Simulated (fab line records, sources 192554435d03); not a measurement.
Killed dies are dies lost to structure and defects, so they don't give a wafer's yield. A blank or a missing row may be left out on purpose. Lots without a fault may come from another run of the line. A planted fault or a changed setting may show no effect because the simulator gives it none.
Chamber matching | flow n5_finfet | N5_BEOL_M5_ALD_86 on ald_metal-02: 4 sister chambers
The step deposits TaN, pulse time 2 s, purge time 3 s, co reactant purge time 2 s. 22 wafers are shown with their chamber, then 11 later ones without.

WAFERS WITH THEIR CHAMBER
wafer  | chamber | heater_power_w (W) | precursor_vessel_pressure_torr (Torr)
L074.1 | 2       | 374                | 26.32
L074.4 | 3       | 430                | 26.29
L074.5 | 3       | 460                | 26.26
L077.2 | 1       | 431                | 26.26
L077.3 | 3       | 441                | 26.24
L077.5 | 1       | 407                | 26.28
L078.2 | 2       | 400                | 26.35
L078.3 | 1       | 421                | 26.24
L078.4 | 0       | 406                | 26.22
L081.3 | 1       | 419                | 26.23
L081.4 | 0       | 419                | 26.19
L081.6 | 2       | 396                | 26.26
L083.2 | 1       | 422                | 26.24
L083.4 | 0       | 400                | 26.27
L083.5 | 3       | 440                | 26.23
L084.1 | 3       | 444                | 26.22
L084.5 | 0       | 412                | 26.28
L084.6 | 3       | 448                | 26.22
L086.1 | 3       | 450                | 26.16
L086.5 | 3       | 438                | 26.22
L086.6 | 2       | 386                | 26.30
L091.2 | 3       | 442                | 26.14

SIGNATURES (means of the wafers above)
reading                        | chamber 0 | chamber 1 | chamber 2 | chamber 3 | scatter within a chamber
heater_power_w                 | 409.25    | 420.00    | 389.00    | 443.67    | 9.03
precursor_vessel_pressure_torr | 26.2400   | 26.2500   | 26.3075   | 26.2200   | 0.0396
Rule: a wafer's distance from a chamber is the root of the sum, over the readings, of the square of ((its reading less the chamber's mean) divided by the reading's scatter). The wafer belongs to the nearest chamber; if the next one is less than 2 further off, it can't be placed. The scatter: the root of (the sum of the squares of (reading less its chamber's mean) over the shown wafers, divided by (wafers less chambers)).

WAFERS WITHOUT THEIR CHAMBER
wafer  | heater_power_w (W) | precursor_vessel_pressure_torr (Torr)
L091.3 | 388                | 26.19
L091.5 | 434                | 26.28
L094.2 | 442                | 26.23
L094.3 | 410                | 26.28
L094.4 | 419                | 26.24
L097.2 | 421                | 26.30
L097.3 | 448                | 26.26
L097.5 | 407                | 26.19
L095.1 | 404                | 26.15
L095.3 | 388                | 26.21
L095.5 | 426                | 26.20

WHICH CHAMBER EACH WENT THROUGH
wafer  | from the rows above          | in truth
L091.3 | can't be placed: 0 or 2 or 1 | 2
L091.5 | can't be placed: 1 or 3 or 0 | 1
L094.2 | 3                            | 3
L094.3 | can't be placed: 0 or 1 or 2 | 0
L094.4 | can't be placed: 1 or 0      | 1
L097.2 | can't be placed: 1 or 0 or 3 | 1
L097.3 | can't be placed: 3 or 1      | 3
L097.5 | can't be placed: 0 or 1      | 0
L095.1 | can't be placed: 0 or 1 or 2 | 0
L095.3 | can't be placed: 2 or 0 or 1 | 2
L095.5 | can't be placed: 1 or 3 or 0 | 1
Placed correctly: 1 of 11. Can't be placed from these rows: 10 (the true chamber is among the candidates in 10). Placed wrongly: 0.
